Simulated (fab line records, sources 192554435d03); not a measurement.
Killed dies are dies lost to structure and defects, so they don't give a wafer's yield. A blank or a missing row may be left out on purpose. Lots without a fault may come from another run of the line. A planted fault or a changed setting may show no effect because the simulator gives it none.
Chamber matching | flow n5_finfet | N5_GATE_CUT_CMP_23 on cmp-01: 4 sister chambers
The step polishes, stops on SiO2, t overpolish 23.4 s, target thk 16 nm. 8 wafers are shown with their chamber, then 10 later ones without.

WAFERS WITH THEIR CHAMBER
wafer  | chamber | motor_current_A (A) | time_to_endpoint_s (s)
L087.4 | 0       | 9.3                 | 22.9
L090.2 | 1       | 8.8                 | 20.5
L090.6 | 2       | 8.4                 | 20.6
L091.1 | 2       | 8.4                 | 18.1
L091.2 | 0       | 8.8                 | 20.8
L091.6 | 3       | 8.8                 | 15.0
L092.1 | 3       | 8.9                 | 18.7
L092.3 | 1       | 9.0                 | 19.0

WAFERS WITHOUT THEIR CHAMBER
wafer  | motor_current_A (A) | time_to_endpoint_s (s)
L092.4 | 8.7                 | 22.5
L094.1 | 9.0                 | 21.8
L094.2 | 8.6                 | 17.0
L094.3 | 9.6                 | 15.5
L095.2 | 8.8                 | 21.7
L095.3 | 9.1                 | 17.7
L095.5 | 7.8                 | 16.2
L096.2 | 8.9                 | 21.0
L096.4 | 9.3                 | 24.4
L096.5 | 8.6                 | 19.2

WHICH CHAMBER EACH WENT THROUGH
wafer  | from the rows above               | in truth
L092.4 | can't be placed: 1 or 0 or 2 or 3 | 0
L094.1 | can't be placed: 0 or 1           | 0
L094.2 | can't be placed: 3 or 2 or 1      | 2
L094.3 | can't be placed: 3 or 1 or 0      | 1
L095.2 | can't be placed: 1 or 0 or 2 or 3 | 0
L095.3 | can't be placed: 3 or 1 or 0      | 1
L095.5 | can't be placed: 2 or 3           | 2
L096.2 | can't be placed: 1 or 0 or 3      | 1
L096.4 | can't be placed: 0 or 1           | 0
L096.5 | can't be placed: 2 or 1 or 3 or 0 | 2
Placed correctly: 0 of 10. Can't be placed from these rows: 10 (the true chamber is among the candidates in 10). Placed wrongly: 0.
How it was worked out, from the rows above alone: a wafer's distance from a chamber is the root of the sum, over the readings, of the square of ((its reading less the chamber's mean) divided by the reading's scatter). The wafer belongs to the nearest chamber; if the next one is less than 2 further off, it can't be placed. A chamber's mean is the mean of its shown wafers. The scatter: the root of (the sum of the squares of (reading less its chamber's mean) over the shown wafers, divided by (wafers less chambers)).
